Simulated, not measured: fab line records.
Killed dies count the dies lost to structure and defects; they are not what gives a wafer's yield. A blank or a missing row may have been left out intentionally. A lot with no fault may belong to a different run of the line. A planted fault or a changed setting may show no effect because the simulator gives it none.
A lot that was struck, set against a sound lot + flow nand_harc + 15 steps out of a route of 1302
Sound: the wafers L675.1, L675.2, L675.3. Struck: wafer L690.2 (left out: L690.3, L690.5 of the same lot, which were not struck); the cause appears at the end.
For every step that has rows: the tool of each side, followed by ch and its chambers, followed by its first start. Under that, the readings that differ: sound wafers + struck wafers + difference of the means + sigmas: that difference in standard deviations of wafers without a fault.
alike: readings with means less than 2 such deviations apart, plus words and numbers identical on both sides. not compared: withheld readings, readings lacking a value on some wafer, bounds such as >300 that could conceal the same value, and numbers that have no deviation in the record and whose values overlap.
Wherever a step has rows on one side only, a row that says differs or no value, or a row with sigmas, the two part there. When numbers do not overlap yet have no deviation, they are printed without sigmas and do not part them. A reading that every wafer of one side lacks parts them only if that side has two wafers or more.

first, 7 steps without rows for these wafers: NHARC_A_CONTACT_COAT_35 (time 65 s); NHARC_A_CONTACT_COAT_36 (resist thk 90 nm); NHARC_A_CONTACT_SOFTBAKE_37 (time 55 s); NHARC_A_CONTACT_EBR_38; NHARC_A_CONTACT_EXPOSE_39 (exposes mask A CC 3); NHARC_A_CONTACT_PEB_40 (peb time 65 s); NHARC_A_CONTACT_DEVELOP_41 (develop time 35 s).
NHARC_A_CONTACT_CD_MEAS_42 targets a cd of 300 nm.
  sound on cd_sem-02 ch 0, day 23 03:08; struck on cd_sem-03 ch 0, day 28 17:31
  alike: cd_nm
NHARC_A_CONTACT_OVL_MEAS_43:
  sound on overlay-01 at day 23 03:14; struck on overlay-02 at day 28 17:36
  alike: overlay_x_nm, overlay_y_nm
NHARC_A_CONTACT_INSPECT_44:
  sound on defect_inspect-01 at day 23 03:16; struck on defect_inspect-01 at day 28 17:38
  alike: raw_defect_count
NHARC_A_CONTACT_DESCUM_47: chemistry O2, time 3 s.
  sound on rie_diel-03 ch 0,1,2, day 23 03:20; struck on rie_diel-03 ch 2, day 28 17:42
| reading                | sound    | struck | difference | sigmas |
|------------------------|----------|--------|------------|--------|
| rf_hours_counter_h (h) | 12 14 12 | 3      | -10        |        |
  alike: drypump_motor_current_A, oes_product_au, rf_vpp_V, showerhead_plenum_p_Torr, throttle_valve_pct
NHARC_A_CONTACT_ETCH_48: etches the open film in CF4, target depth 39 nm, time 65 s.
  sound on rie_diel-03 ch 0,1,3, day 23 03:25; struck on rie_diel-03 ch 2, day 28 17:47
| reading                     | sound       | struck | difference | sigmas |
|-----------------------------|-------------|--------|------------|--------|
| drypump_motor_current_A (A) | 5.3 5.6 5.4 | 6.3    | +0.9       | +3     |
| rf_hours_counter_h (h)      | 13 12 12    | 3      | -9         |        |
  alike: oes_product_au, rf_fwd_power_W, rf_vpp_V, run_length_s, showerhead_plenum_p_Torr, throttle_valve_pct
NHARC_A_CONTACT_ETCH_49: etches the open film in N2/H2, target depth 260 nm, time 475.3 s.
  sound on rie_diel-03 ch 0,1,3, day 23 03:31; struck on rie_diel-03 ch 1, day 28 17:52
| reading                | sound             | struck | difference | sigmas      |
|------------------------|-------------------|--------|------------|-------------|
| h2_flow_sccm (sccm)    | 150.1 150.7 150.7 | 149.5  | -1.0       | -2          |
| rf_hours_counter_h (h) | 12 13 12          | 5      | -7         |             |
| run_length_s (s)       | 496.9 496.3 497.2 | 379.4  | -117.4     | -99 or more |
  alike: drypump_motor_current_A, oes_product_au, rf_vpp_V, showerhead_plenum_p_Torr, throttle_valve_pct
  not compared: rf_fwd_power_W
NHARC_A_CONTACT_ETCH_50: etches the open film in CF4/CHF3, target depth 121 nm, time 60.5 s.
  sound: rie_diel-03 ch 1,2,3; struck: rie_diel-03 ch 3
| reading                | sound    | struck | difference | sigmas |
|------------------------|----------|--------|------------|--------|
| rf_hours_counter_h (h) | 14 12 13 | 4      | -9         |        |
  alike: drypump_motor_current_A, oes_product_au, rf_fwd_power_W, rf_vpp_V, run_length_s, showerhead_plenum_p_Torr, throttle_valve_pct
-- break in the record here, with 3 days between the starts of the struck wafers on either side (left off in module A_CONTACT, picked up again in module END, where the first step shown is number 1302 on the route) --
NHARC_END_SORT_01:
  at this point the record logs the struck wafers (prober-01 ch 0, day 31 23:50) and has no rows for the sound ones

## WHERE THEY PART
At NHARC_A_CONTACT_ETCH_48 first; at NHARC_END_SORT_01 last (within this record only).

WHY: whatever the simulator had introduced
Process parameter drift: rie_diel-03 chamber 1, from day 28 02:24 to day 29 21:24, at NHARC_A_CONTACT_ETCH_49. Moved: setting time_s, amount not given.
